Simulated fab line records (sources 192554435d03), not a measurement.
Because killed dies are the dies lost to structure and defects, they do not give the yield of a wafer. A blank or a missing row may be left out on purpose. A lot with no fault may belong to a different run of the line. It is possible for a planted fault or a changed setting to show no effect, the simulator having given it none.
Chamber matching | flow n5Finfet | N5_BEOL_M12_DEP_53 on pecvd-03: 3 sister chambers
The step deposits SiCN from 3MS/NH3, target thk 30 nm, time 10.5 s. 14 wafers are shown with their chamber, then 7 later ones without.

== EACH WAFER AND ITS CHAMBER ==
wafer  | chamber | throttleValvePct (%) | showerheadPlenumPTorr (Torr)
L136.1 | 0       | 17.4                 | 4.172
L136.3 | 2       | 17.4                 | 4.154
L136.5 | 0       | 17.5                 | 4.178
L142.1 | 2       | 17.8                 | 4.151
L142.2 | 1       | 19.6                 | 4.207
L142.5 | 2       | 17.9                 | 4.165
L148.1 | 1       | 19.3                 | 4.199
L148.3 | 0       | 17.6                 | 4.179
L148.5 | 0       | 17.6                 | 4.189
L152.1 | 1       | 19.1                 | 4.200
L152.2 | 2       | 17.9                 | 4.163
L152.3 | 0       | 17.7                 | 4.180
L155.2 | 2       | 17.6                 | 4.155
L155.3 | 0       | 17.6                 | 4.179

SIGNATURES (means of the wafers above)
reading               | chamber 0 | chamber 1 | chamber 2 | scatter within a chamber
throttleValvePct      | 17.567    | 19.333    | 17.720    | 0.183
showerheadPlenumPTorr | 4.17950   | 4.20200   | 4.15760   | 0.00552
Rule: for a wafer and a chamber, the distance is found by dividing, reading by reading, the gap between the wafer's reading and the chamber's mean by the reading's scatter, squaring, summing and taking the root. The wafer belongs to the nearest chamber; if the next one is less than 2 further off, it can't be placed. The scatter: the root of (the sum of the squares of (reading less its chamber's mean) over the shown wafers, divided by (wafers less chambers)).

== WAFERS WHOSE CHAMBER IS MISSING ==
wafer  | throttleValvePct (%) | showerheadPlenumPTorr (Torr)
L155.4 | 17.6                 | 4.157
L154.2 | 19.4                 | 4.197
L154.4 | 19.3                 | 4.207
L154.5 | 17.5                 | 4.178
L157.1 | 17.9                 | 4.149
L157.5 | 17.5                 | 4.188
L157.6 | 18.3                 | 4.148

== CHAMBER TAKEN BY EACH ==
wafer  | from the rows above | in truth
L155.4 | 2                   | 2
L154.2 | 1                   | 1
L154.4 | 1                   | 1
L154.5 | 0                   | 0
L157.1 | 2                   | 2
L157.5 | 0                   | 0
L157.6 | 2                   | 2
7 of 7 placed correctly. Not placeable from these rows: 0. Number placed wrongly: 0.
